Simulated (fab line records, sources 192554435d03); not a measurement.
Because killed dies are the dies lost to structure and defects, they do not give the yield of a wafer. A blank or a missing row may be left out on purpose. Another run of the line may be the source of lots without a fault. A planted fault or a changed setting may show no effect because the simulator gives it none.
A lot that was struck, set against a sound lot	flow n5_finfet	16 out of 1938 route steps
Sound: the wafers L324.3, L324.5, L324.6. Struck: wafer L331.6 (L331.2, L331.5, from the same lot, were not struck and are left out); the cause is given at the end.
Per side, at each step with rows, come the tool, then ch with its chambers, and then its first start. Under that, the readings that differ: sound wafers	struck wafers	difference of the means	sigmas: that difference in standard deviations of wafers without a fault.
alike: readings with means less than 2 such deviations apart, plus words and numbers identical on both sides. not compared: withheld readings, readings lacking a value on some wafer, bounds such as >300 that could conceal the same value, and numbers that have no deviation in the record and whose values overlap.
The two part at a step that has a row with sigmas, a row that says differs or no value, or rows on one side only. Non-overlapping numbers with no deviation appear without sigmas and do not part them. A reading that every wafer of one side lacks parts them only if that side has two wafers or more.

first, 1 step without rows for these wafers: N5_BEOL_M1_DESCUM_16 (chemistry O2, time 7 s).
N5_BEOL_M1_ETCH_74: etches underlayer in N2/H2, target depth 6.5 nm, time 5.2 s.
  sound on rie_diel-06 ch 1,2,3, day 7 09:13; struck on rie_diel-04 ch 3, day 9 06:28
  alike: drypump_motor_current_A, etch_rf_on_time_s, oes_product_au, rf_vpp_V, showerhead_plenum_p_Torr, throttle_valve_pct
  not compared: rf_hours_counter_h
N5_BEOL_M1_ETCH_63: etches SiARC in CF4, target depth 15.6 nm, time 26 s.
  sound on rie_diel-06 ch 1,2,3, day 7 09:14; struck on rie_diel-04 ch 3, day 9 06:29
  alike: drypump_motor_current_A, etch_rf_on_time_s, mfc_ar_sccm, oes_product_au, rf_vpp_V, showerhead_plenum_p_Torr, throttle_valve_pct
  not compared: rf_hours_counter_h
N5_BEOL_M1_ETCH_64: etches SOC in N2/H2, target depth 75 nm, overetch 15 nm, time 112.5 s.
  sound on rie_diel-06 ch 1,2,3, day 7 09:16; struck on rie_diel-04 ch 3, day 9 06:31
  alike: drypump_motor_current_A, oes_product_au, rf_vpp_V, showerhead_plenum_p_Torr, throttle_valve_pct
  not compared: rf_hours_counter_h
then, 2 steps without rows for these wafers: N5_BEOL_M1_STRIP_65 (strips in N2/H2); N5_BEOL_M1_STRIP_75 (strips in N2/H2).
N5_BEOL_M1_STRIP_66: strips in CF4.
  sound on rie_diel-06 ch 1,2,3, day 7 09:24; struck on rie_diel-04 ch 3, day 9 06:38
  alike: drypump_motor_current_A, oes_product_au, rf_vpp_V, showerhead_plenum_p_Torr, throttle_valve_pct
  not compared: rf_hours_counter_h
then, 1 step without rows for these wafers: N5_BEOL_M1_HM_OPEN_17 (chemistry Cl2/BCl3, target TiN, target depth 20 nm, overetch 6 nm).
N5_BEOL_M1_STRIP_19: strips in O2.
  sound on rie_diel-06 ch 0,3, day 7 09:35; struck on rie_diel-06 ch 2, day 9 06:47
  alike: drypump_motor_current_A, oes_product_au, rf_vpp_V, showerhead_plenum_p_Torr, throttle_valve_pct
  not compared: rf_hours_counter_h
N5_BEOL_M1_CD_MEAS_18: pitch 36 nm, target cd 18 nm.
  sound on cd_sem-02, day 7 09:39; struck on cd_sem-02, day 9 06:52
  alike: cd_nm
then, 2 steps without rows for these wafers: N5_BEOL_M1_COAT_67 (time 60 s, resist thk 60 nm); N5_BEOL_M1_COAT_68 (time 60 s, resist thk 12 nm).
N5_BEOL_M1_COAT_76: time 60 s, resist thk 5 nm.
  sound on litho_track-05 ch 0, day 7 09:41; struck on litho_track-04 ch 0, day 9 06:54
reading	sound	struck	difference	sigmas
heater_power_total_W (W)	392.5 391.2 389.8	441.7	+50.5	+36
run_length_s (s)	66.21 66.29 66.18	55.67	-10.56	-88
  not compared: plate_temp_C
then, 1 step without rows for these wafers: N5_BEOL_M1_COAT_22 (resist thk 30 nm).
-- a jump in the record: the struck wafers' starts before and after are 2 days apart (it breaks off in module BEOL_M1 and resumes in module BEOL_M4, where the first step shown is number 1111 of the route) --
N5_BEOL_M4_RC_MEAS_101:
  sound on prober-01 ch 0, day 10 08:11; struck on prober-01 ch 0, day 11 17:28
  alike: DIBL_N, DIBL_P, IOFF_N, IOFF_P, ION_N, ION_P, SS_N, SS_P, VT_N, VT_P
-- record jumps: 4 days separate the struck wafers' starts on either side; left off in module BEOL_M4, taken up again in module PASSIVATION, whose first shown step is the route's number 1936 --
N5_PASSIVATION_PROBE_49:
  sound on prober-02, day 15 02:17; struck on prober-01, day 16 03:41
reading	sound	struck	difference	sigmas
killed_short	20 36 23	44	+18	+2
  alike: defect_limited_yield, killed_at_M0_to_M3, killed_at_M4_up, killed_at_contacts, killed_at_front_end, killed_at_other, killed_dies, killed_open, sort_bin_5_function, sort_bin_6_memory, sort_n_pass, sort_yield_pct

## WHERE THEY PART
First at N5_BEOL_M1_COAT_76; last, within this record, at N5_PASSIVATION_PROBE_49.

WHY: what the simulator had put in
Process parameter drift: litho_track-04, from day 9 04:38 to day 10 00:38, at N5_BEOL_M1_COAT_76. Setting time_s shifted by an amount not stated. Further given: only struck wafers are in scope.
